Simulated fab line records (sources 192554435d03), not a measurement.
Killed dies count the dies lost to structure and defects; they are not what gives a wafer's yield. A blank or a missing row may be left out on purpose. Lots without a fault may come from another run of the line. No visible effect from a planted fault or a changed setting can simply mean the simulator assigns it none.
fab line records	flow n5-finfet
[record] lots = 5	wafers = 13	last-day = 19
route steps=1938 shown BEOL_M0@731 BEOL_M1@751 BEOL_M4@1111 PASSIVATION@1936
lots with no fault: from the same line, run without faults
start-h: the number of hours between the record's first day and the start of the first shown wafer of the lot	wait-h: time in hours since the lot's previous step	" same as the row above	L1.1+2: a single row standing in for several wafers	- no value, or no start given	* or withheld: withheld	< > ~ a bound
route shown NAME@n: a module of which the file shows steps, and the number in the route of the first	usual: mean/standard deviation of fault-free wafers	same: alike in all rows	chamber/n: place in a boat	sites: the reading at each site	_std_site: the standard deviation of these	_edge_site: inner sites' mean taken away from outer sites' mean	radius-mm: how far each site lies from the wafer's centre	mask NAME#n: copy n	behind: tool/chamber where the wafer was last shaped	hold: reason for holding the lot/hours on hold/outcome of the hold	device: transistor that didn't switch, given as n, p or np	end of line: tests of these same wafers at the route's end	where a step has no rows: the recipe by itself	killed: not the wafer's yield, but the dies lost to structure and defects at the first sort	map: a wafer's dies, marking killed ones x, the rest . and places with no die _
set.NAME: the setting the step ran with; set.NAME@STEP: the setting that earlier step ran with	model.NAME: the simulator's own value behind a step, which no gauge read
lots at some steps of the route; a table a step, a row a wafer
services: from which hour (start-h, from the record's first day; less than 0 if before it) a tool's chamber was out of use, for how many hours, and why
[[steps]]
[step N5_BEOL_M0_ALD_136]
[recipe] material = TaN	target-thk-a = *	temp-c = 275	ald-precursor-family = PDMAT	ald-co-reactant = NH3	pressure-torr = 3	carrier-flow-sccm = 1500	pulse-time-s = 2	purge-time-s = 3	co-reactant-purge-time-s = 2	co-reactant-pulse-time-s = 3	ald-cycles = 30	precursor-vessel-temp-c = 75	precursor-vessel-pressure-torr = 26.25	precursor-vessel-carrier-sccm = 1000
[step N5_BEOL_M0_SURFACE_TREAT_137]
[recipe] gas = Ar	time-s = *	ion-energy-ev = *	ion-current-ma-cm2 = 0.5	pressure-mtorr = *	ar-flow-sccm = 30
[step N5_BEOL_M0_CVD_115]
[recipe] material = Co	target-thk-a = *	temp-c = withheld	precursor = CCTBA/H2	pressure-torr = 30	time-s = 120
[step N5_BEOL_M0_SPUTTER_116]
[recipe] material = Cu	target-thk-a = 40	temp-c = -20	chamber-pressure-pa = 0.07	power-w = withheld	time-s = 7.37
[step N5_BEOL_M0_ANNEAL_117]
[recipe] temp-c = 400	time-s = 60	ambient = vacuum
[step N5_BEOL_M0_SPUTTER_132]
[recipe] material = Cu	target-thk-a = 40	temp-c = -20	chamber-pressure-pa = 0.07	power-w = withheld	time-s = 7.37
[step N5_BEOL_M0_ANNEAL_133]
[recipe] temp-c = 400	time-s = 60	ambient = vacuum
[step N5_BEOL_M0_SPUTTER_134]
[recipe] material = Cu	target-thk-a = 40	temp-c = -20	chamber-pressure-pa = 0.07	power-w = withheld	time-s = 7.37
[step N5_BEOL_M0_ANNEAL_135]
[recipe] temp-c = 400	time-s = 60	ambient = vacuum
[step N5_BEOL_M0_SPUTTER_141]
[recipe] material = Cu	target-thk-a = 40	temp-c = -20	chamber-pressure-pa = 0.07	power-w = withheld	time-s = 7.37
[step N5_BEOL_M0_ECD_118]
[recipe] material = Cu	target-thk-a = 3000
[step N5_BEOL_M0_ANNEAL_119]
[recipe] temp-c = 225	time-s = 90	ambient = N2
[step N5_BEOL_M0_CMP_120]
[recipe] stop-on = SiOC	t-overpolish-s = 6.9	down-force-psi = 1	platen-rpm = 50	clearing-platen-down-force-psi = 1.5	clearing-platen-rpm = 50	post-cmp-clean = cu-alkaline	clearing-platen-pad-velocity-m-s = 0.99484	pad-velocity-m-s = 0.99484
[usual] barrier-field-endpoint-s = 3.60/0.12	motor-current-A = 5.8/0.53	overpolish-run-s = 6.900/0.0085	time-to-endpoint-s = 60.6/2.5
lot.wafer	tool	chamber	start-h	wait-h	barrier-field-endpoint-s	motor-current-A	overpolish-run-s	time-to-endpoint-s	model.SiOC_of_BEOL_M0_SAQP_ILD_DEP_01.thk-nm
L215.1	cmp-02	2	157.18	0.3	3.58	5.5	6.901	60.9	39.4
L215.4	"	0	"	"	3.65	5.1	6.908	58.7	39.6
L215.6	"	2	"	"	3.64	5.4	6.896	60.1	40
L221.2	cmp-02	0	189.91	0.3	3.77	5.0	6.876	60.3	39
L221.1	"	1	"	"	8.02	6.3	6.895	81.7	40.2
L221.4	"	2	"	"	3.77	5.3	6.904	60.2	40.6
L225.4	cmp-02	2	216.43	0.2	3.53	5.3	6.899	57.7	39.6
L225.1	"	3	"	"	6.92	5.5	6.905	82.2	41
L224.4	cmp-02	2	216.82	0.2	3.60	5.5	6.906	65.1	39.8
L224.1	"	3	"	"	7.31	5.6	6.893	81.5	40.8
L232.1	cmp-03	0	251.66	0.3	3.54	5.7	6.911	59.9	39
L232.2	"	3	"	"	3.66	5.6	6.907	64.7	39
L232.6	"	1	"	"	3.66	5.7	6.896	60.6	39.8
[step N5_BEOL_M0_PRE_CLEAN_131]
[recipe] gas = NH3/H2	time-s = 15	temp-c = *	rf-power-w = 300
[step N5_BEOL_M0_CO_CAP_123]
[recipe] material = Co	target-thk-a = 20	temp-c = 200	precursor = CCTBA/H2	pressure-torr = 30	time-s = 102.1
[step N5_BEOL_M0_PRE_CLEAN_124]
[recipe] gas = NH3	time-s = 15	temp-c = withheld	rf-power-w = 300
[step N5_BEOL_M0_DEP_125]
[recipe] material = SiCN	target-thk-a = 80	temp-c = withheld	precursor = 3MS/NH3	pressure-torr = 3	rf-w = 202	time-s = 14
[step N5_BEOL_M0_INSPECT_127]
[recipe] inspect-instrument = darkfield	mode = post-dep
[usual] raw-defect-count = 69/28
lot.wafer	tool	chamber	start-h	wait-h	raw-defect-count
L215.1	defect-inspect-02	-	157.79	0.0	62
L215.4	"	-	"	"	62
L215.6	"	-	"	"	53
L221.1	defect-inspect-01	-	190.46	0.0	3574
L221.2	"	-	"	"	74
L221.4	"	-	"	"	71
L225.1	defect-inspect-01	-	217.00	0.0	3590
L225.4	"	-	"	"	30
L224.1	defect-inspect-01	-	217.37	0.0	3484
L224.4	"	-	"	"	63
L232.1	defect-inspect-02	-	252.24	0.0	72
L232.2	"	-	"	"	131
L232.6	"	-	"	"	92
[step N5_BEOL_M1_ILD_DEP_00]
[recipe] material = SiOC	target-thk-a = 790	temp-c = 350	precursor = DEMS/O2	pressure-torr = 5	rf-w = 500	time-s = 15.3
[step N5_BEOL_M1_PECVD_72]
[recipe] material = SiO2	target-thk-a = 160	temp-c = 400	precursor = TEOS/O2	pressure-torr = 5.5	rf-w = 450	teos-flow-sccm = 53.8	gas = O2	flow-sccm = 3000	time-s = 18
[step N5_BEOL_M1_HM_DEP_02]
[recipe] material = TiN	target-thk-a = 200	temp-c = 25	chamber-pressure-pa = 0.49996
[step N5_BEOL_M1_COAT_61]
[recipe] resist = SOC	temp-c = 250	time-s = 60	spin-rpm = 1500	resist-thk-nm = 60
[step N5_BEOL_M1_COAT_62]
[recipe] resist = SiARC	temp-c = 220	time-s = 60	spin-rpm = 1500	resist-thk-nm = 12
[step N5_BEOL_M1_COAT_73]
[recipe] resist = underlayer	temp-c = 205	time-s = 60	spin-rpm = 1500	resist-thk-nm = 5
[step N5_BEOL_M1_COAT_05]
[recipe] resist = CAR-EUV	spin-rpm = 1500	resist-thk-nm = 30
[step N5_BEOL_M1_EBR_07]
[recipe] solvent = PGMEA	ebr-width-mm = 1.5
[step N5_BEOL_M1_SOFTBAKE_06]
[recipe] temp-c = 110	time-s = 60	resist = CAR-EUV
[step N5_BEOL_M1_EXPOSE_08]
[recipe] mask-id = M1	na = 0.33	source-shape = dipole	sigma-inner = 0.369	sigma-outer = 0.767	polarization = unpolarized	dose-mj = 33
[step N5_BEOL_M1_PEB_09]
[recipe] peb-temp-c = 100	peb-time-s = 60	resist = CAR-EUV
[step N5_BEOL_M1_DEVELOP_10]
[recipe] develop-time-s = 30	developer = TMAH	resist = CAR-EUV	rinse-liquid = surfactant-rinse	dry = air-spin	dev-temp-c = 23
[step N5_BEOL_M1_DESCUM_16]
[recipe] chemistry = O2	time-s = 7	source-power-w = 50	bias-power-w = 20	pressure-mtorr = 20	rf-frequency-hz = 2.712e+07	temp-c = 40	resist = CAR-EUV	o2-flow-sccm = 225
[step N5_BEOL_M1_ETCH_74]
[recipe] chemistry = N2/H2	target = underlayer	target-depth-a = 65	mask-material = CAR-EUV	time-s = 5.2	ion-energy-ev = 200	pressure-mtorr = 30	source-w = 840	bias-w = 150	n2-flow-sccm = 200	h2-flow-sccm = 200	ends = cleared
[step N5_BEOL_M1_ETCH_63]
[recipe] chemistry = CF4	target = SiARC	target-depth-a = 156	mask-material = CAR-EUV	time-s = 26	ion-energy-ev = 80	pressure-mtorr = 40	source-w = 545	bias-w = 36	Ar_flow_sccm = 100	cf4-flow-sccm = 100	ends = cleared
[step N5_BEOL_M1_ETCH_64]
[recipe] chemistry = N2/H2	target = SOC	target-depth-a = 750	overetch-a = 150	mask-material = SiARC	temp-c = 40	time-s = 112.5	ion-energy-ev = 200	pressure-mtorr = 30	source-w = 840	bias-w = 150	n2-flow-sccm = 200	h2-flow-sccm = 200
[step N5_BEOL_M1_STRIP_65]
[recipe] chemistry = N2/H2	temp-c = 40	n2-flow-sccm = 200	h2-flow-sccm = 200	rf-frequency-hz = 6e+07
[step N5_BEOL_M1_STRIP_75]
[recipe] chemistry = N2/H2	temp-c = 40	n2-flow-sccm = 200	h2-flow-sccm = 200	rf-frequency-hz = 6e+07
[step N5_BEOL_M4_RC_MEAS_101]
[usual] DIBL_N = 36.0/2.2	DIBL_P = 36.2/2.4	IOFF_N = 0.16/0.035	IOFF_P = 0.21/0.037	ION_N = 672/13	ION_P = 461/7	SS_N = 71.4/0.69	SS_P = 73.2/0.75	VT_N = 250/3.4	VT_P = -251/3
lot.wafer	tool	chamber	start-h	wait-h	DIBL_N[mV/V]	DIBL_P[mV/V]	IOFF_N[nA/um]	IOFF_P[nA/um]	ION_N[uA/um]	ION_P[uA/um]	SS_N[mV/dec]	SS_P[mV/dec]	VT_N[mV]	VT_P[mV]
L215.1	prober-02	0	236.73	0.0	33.1	33.9	0.11	0.17	653	452	70.3	72.8	258	-255
L215.4	"	0	"	"	36.9	37.4	0.19	0.23	678	466	72.1	73.7	248	-249
L215.6	"	0	"	"	37.6	38.0	0.20	0.24	668	458	72.4	74.2	249	-250
L221.2	prober-02	0	272.94	0.2	35.6	36.9	0.17	0.22	678	459	72.1	73.2	250	-250
L221.4	"	0	"	"	35.9	37.3	0.17	0.22	669	458	71.5	73.8	248	-253
L225.4	prober-02	0	299.91	0.5	34.5	35.1	0.14	0.20	656	456	71.1	73.0	249	-252
L224.4	prober-02	0	302.57	0.5	35.8	36.4	0.15	0.20	672	458	71.1	73.3	252	-253
L232.1	prober-02	0	338.03	0.0	31.7	32.4	0.11	0.14	658	455	70.7	72.2	257	-258
L232.2	"	0	"	"	32.4	33.1	0.11	0.15	669	459	70.8	72.2	255	-256
L232.6	"	0	"	"	31.6	31.1	0.11	0.13	657	447	70.8	71.9	253	-255
[step N5_PASSIVATION_PROBE_49]
[usual] defect-limited-yield = 91.2/1.4	killed_at_M0_to_M3 = 34/9.4	killed_at_M4_up = 14/5.6	killed-at-contacts = 13/7.8	killed-at-front-end = 37/10	killed-at-other = 4/3.3	killed-dies = 103/17	killed-on-rim = 14/3.5	killed-open = 68/13	killed-short = 33/8.2	sort_bin_5_function = 5.1/0.92	sort_bin_6_memory = 3.3/0.71	sort-n-pass = 1077/17	sort-yield-pct = 91.2/1.4
[same] gross-dies = 1180	killed-at-back-side = 0	sort_bin_4_leakage[%] = 0	sort_bin_8_speed[%] = 0
lot.wafer	tool	chamber	start-h	wait-h	defect-limited-yield[%]	killed_at_M0_to_M3	killed_at_M4_up	killed-at-contacts	killed-at-front-end	killed-at-other	killed-dies	killed-on-rim	killed-open	killed-short	sort_bin_5_function[%]	sort_bin_6_memory[%]	sort-n-pass	sort-yield-pct[%]
L221.1	prober-01	-	377.92	0.0	0	1122	22	8	27	1	1180	152	71	29	5.5	2.6	0	0
L225.1	prober-01	-	409.87	0.0	0	1119	7	7	45	2	1180	152	70	19	4.2	3.0	0	0
L225.4	prober-01	-	410.02	0.2	91.3	25	12	9	56	1	103	20	63	34	4.9	3.1	1077	91.3
L224.1	prober-02	-	418.67	0.0	0	1109	13	16	36	6	1180	152	62	26	5.3	2.0	0	0
L224.4	prober-02	-	418.82	0.2	91.3	36	7	9	39	12	103	12	63	39	4.4	3.9	1077	91.3
// killed by level:class
L221.1 BEOL_M0:area-cmp=1079 BEOL_M0_SAQP:geometric-particle:open=18 BEOL_M0_SAQP:geometric-particle:short=12 STI_FIN_REVEAL:geometric-particle:open=11 MOL_CONTACT_COAG:geometric-particle:open=8 BEOL_M5:geometric-particle:open=7 BEOL_M2:geometric-particle:open=6 GATE_CUT:geometric-particle:short=5
L225.1 BEOL_M0:area-cmp=1091 STI_FIN_REVEAL:geometric-particle:open=18 BEOL_M1:geometric-particle:open=10 FIN_SAQP:geometric-particle:open=9 GATE_CUT:geometric-particle:open=6 MOL_CONTACT_COAG:geometric-particle:open=6 BEOL_M0_SAQP:geometric-particle:short=5 FIN_SAQP:geometric-particle:short=4
L225.4 FIN_SAQP:geometric-particle:open=12 FIN_SAQP:geometric-particle:short=11 STI_FIN_REVEAL:geometric-particle:open=11 BEOL_M0_SAQP:geometric-particle:open=9 MOL_CONTACT_COAG:geometric-particle:open=8 BEOL_M0_SAQP:geometric-particle:short=5 BEOL_M2:geometric-particle:open=5 HKMG_FIN:area-etch=5
L224.1 BEOL_M0:area-cmp=1090 MOL_CONTACT_COAG:geometric-particle:open=15 FIN_SAQP:geometric-particle:open=10 STI_FIN_REVEAL:geometric-particle:open=7 BEOL_M0_SAQP:geometric-particle:short=7 GATE_CUT:geometric-particle:short=4 BEOL_M4:geometric-particle:open=4 BEOL_M6:geometric-particle:open=4
L224.4 FIN_SAQP:geometric-particle:open=13 MOL_CONTACT_COAG:geometric-particle:open=8 BEOL_M0_SAQP:geometric-particle:short=7 FIN_SAQP:geometric-particle:short=5 BEOL_M0_SAQP:geometric-particle:open=5 BEOL_M0:geometric-particle:short=5 BEOL_M2:geometric-particle:open=5 STI_FIN_REVEAL:geometric-particle:open=4
// map L221.1 (x killed, . not)
_________________xxxxxxxxxxxx________________
______________xxxxxxxxxxxxxxxxxx_____________
___________xxxxxxxxxxxxxxxxxxxxxxxx__________
__________xxxxxxxxxxxxxxxxxxxxxxxxxx_________
________xxxxxxxxxxxxxxxxxxxxxxxxxxxxxx_______
_______xxxxxxxxxxxxxxxxxxxxxxxxxxxxxxxx______
______xxxxxxxxxxxxxxxxxxxxxxxxxxxxxxxxxx_____
_____xxxxxxxxxxxxxxxxxxxxxxxxxxxxxxxxxxxx____
____xxxxxxxxxxxxxxxxxxxxxxxxxxxxxxxxxxxxxx___
___xxxxxxxxxxxxxxxxxxxxxxxxxxxxxxxxxxxxxxxx__
___xxxxxxxxxxxxxxxxxxxxxxxxxxxxxxxxxxxxxxxx__
__xxxxxxxxxxxxxxxxxxxxxxxxxxxxxxxxxxxxxxxxxx_
__xxxxxxxxxxxxxxxxxxxxxxxxxxxxxxxxxxxxxxxxxx_
_xxxxxxxxxxxxxxxxxxxxxxxxxxxxxxxxxxxxxxxxxxxx
_xxxxxxxxxxxxxxxxxxxxxxxxxxxxxxxxxxxxxxxxxxxx
_xxxxxxxxxxxxxxxxxxxxxxxxxxxxxxxxxxxxxxxxxxxx
_xxxxxxxxxxxxxxxxxxxxxxxxxxxxxxxxxxxxxxxxxxxx
_xxxxxxxxxxxxxxxxxxxxxxxxxxxxxxxxxxxxxxxxxxxx
_xxxxxxxxxxxxxxxxxxxxxxxxxxxxxxxxxxxxxxxxxxxx
_xxxxxxxxxxxxxxxxxxxxxxxxxxxxxxxxxxxxxxxxxxxx
_xxxxxxxxxxxxxxxxxxxxxxxxxxxxxxxxxxxxxxxxxxxx
__xxxxxxxxxxxxxxxxxxxxxxxxxxxxxxxxxxxxxxxxxx_
__xxxxxxxxxxxxxxxxxxxxxxxxxxxxxxxxxxxxxxxxxx_
___xxxxxxxxxxxxxxxxxxxxxxxxxxxxxxxxxxxxxxxx__
___xxxxxxxxxxxxxxxxxxxxxxxxxxxxxxxxxxxxxxxx__
____xxxxxxxxxxxxxxxxxxxxxxxxxxxxxxxxxxxxxx___
_____xxxxxxxxxxxxxxxxxxxxxxxxxxxxxxxxxxxx____
______xxxxxxxxxxxxxxxxxxxxxxxxxxxxxxxxxx_____
_______xxxxxxxxxxxxxxxxxxxxxxxxxxxxxxxx______
________xxxxxxxxxxxxxxxxxxxxxxxxxxxxxx_______
__________xxxxxxxxxxxxxxxxxxxxxxxxxx_________
___________xxxxxxxxxxxxxxxxxxxxxxxx__________
______________xxxxxxxxxxxxxxxxxx_____________
_________________xxxxxxxxxxxx________________
// map L224.1 (x killed, . not)
_________________xxxxxxxxxxxx________________
______________xxxxxxxxxxxxxxxxxx_____________
___________xxxxxxxxxxxxxxxxxxxxxxxx__________
__________xxxxxxxxxxxxxxxxxxxxxxxxxx_________
________xxxxxxxxxxxxxxxxxxxxxxxxxxxxxx_______
_______xxxxxxxxxxxxxxxxxxxxxxxxxxxxxxxx______
______xxxxxxxxxxxxxxxxxxxxxxxxxxxxxxxxxx_____
_____xxxxxxxxxxxxxxxxxxxxxxxxxxxxxxxxxxxx____
____xxxxxxxxxxxxxxxxxxxxxxxxxxxxxxxxxxxxxx___
___xxxxxxxxxxxxxxxxxxxxxxxxxxxxxxxxxxxxxxxx__
___xxxxxxxxxxxxxxxxxxxxxxxxxxxxxxxxxxxxxxxx__
__xxxxxxxxxxxxxxxxxxxxxxxxxxxxxxxxxxxxxxxxxx_
__xxxxxxxxxxxxxxxxxxxxxxxxxxxxxxxxxxxxxxxxxx_
_xxxxxxxxxxxxxxxxxxxxxxxxxxxxxxxxxxxxxxxxxxxx
_xxxxxxxxxxxxxxxxxxxxxxxxxxxxxxxxxxxxxxxxxxxx
_xxxxxxxxxxxxxxxxxxxxxxxxxxxxxxxxxxxxxxxxxxxx
_xxxxxxxxxxxxxxxxxxxxxxxxxxxxxxxxxxxxxxxxxxxx
_xxxxxxxxxxxxxxxxxxxxxxxxxxxxxxxxxxxxxxxxxxxx
_xxxxxxxxxxxxxxxxxxxxxxxxxxxxxxxxxxxxxxxxxxxx
_xxxxxxxxxxxxxxxxxxxxxxxxxxxxxxxxxxxxxxxxxxxx
_xxxxxxxxxxxxxxxxxxxxxxxxxxxxxxxxxxxxxxxxxxxx
__xxxxxxxxxxxxxxxxxxxxxxxxxxxxxxxxxxxxxxxxxx_
__xxxxxxxxxxxxxxxxxxxxxxxxxxxxxxxxxxxxxxxxxx_
___xxxxxxxxxxxxxxxxxxxxxxxxxxxxxxxxxxxxxxxx__
___xxxxxxxxxxxxxxxxxxxxxxxxxxxxxxxxxxxxxxxx__
____xxxxxxxxxxxxxxxxxxxxxxxxxxxxxxxxxxxxxx___
_____xxxxxxxxxxxxxxxxxxxxxxxxxxxxxxxxxxxx____
______xxxxxxxxxxxxxxxxxxxxxxxxxxxxxxxxxx_____
_______xxxxxxxxxxxxxxxxxxxxxxxxxxxxxxxx______
________xxxxxxxxxxxxxxxxxxxxxxxxxxxxxx_______
__________xxxxxxxxxxxxxxxxxxxxxxxxxx_________
___________xxxxxxxxxxxxxxxxxxxxxxxx__________
______________xxxxxxxxxxxxxxxxxx_____________
_________________xxxxxxxxxxxx________________
[[services]]
tool	chamber	start-h	hours	kind
cmp-02	-	205.60	1.3	repair
cmp-02	-	209.24	0.8	repair
cmp-02	-	235.91	4.0	pm
cmp-02	-	239.91	-	consumable-replace:conditioner
cmp-02	-	239.91	-	consumable-replace:pad
cmp-03	-	241.72	4.0	pm
cmp-03	-	245.72	-	consumable-replace:conditioner
cmp-03	-	245.72	-	consumable-replace:pad
cmp-03	-	248.25	0.3	repair
[[key]]
[first-sign] step = N5_BEOL_M0_CMP_120	reading = barrier-field-endpoint-s	direction = up	sigmas = 31	usual = 3.60	struck = 7.42
[effect] step = N5_BEOL_M0_CMP_120	reading = time-to-endpoint-s	direction = up	sigmas = 8.3	usual = *	struck = *
[effect] step = N5_BEOL_M0_INSPECT_127	reading = raw-defect-count	direction = up	sigmas = 99+	usual = 69	struck = 3549
[effect] step = N5_PASSIVATION_PROBE_49	reading = killed_at_M0_to_M3	direction = up	sigmas = 99+	usual = 34	struck = 1117
[model-effect] step = N5_BEOL_M0_CMP_120	value = SiOC_of_BEOL_M0_SAQP_ILD_DEP_01.thk-nm	without = 39.2	struck = 40.67
[more-kills-born-at] N5_BEOL_M0_CMP_120@cmp-02 = 3260
met-at N5_BEOL_M0_CMP_120
struck-wafers L221.1,L224.1,L225.1
later-rows-left-out L221.1,L224.1,L225.1
onset-between 157.18 189.91
[fault] kind = process-parameter-drift	tool = cmp-02	chamber = -	onset-h = 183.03	steps = N5_BEOL_M0_CMP_120	channel = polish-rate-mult	offset = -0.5	shape = step	end-h = 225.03	scope = struck-wafers-only
// later-rows-left-out: the simulator's readings of these wafers behind a module that went badly wrong aren't trusted and aren't shown, but for the sort
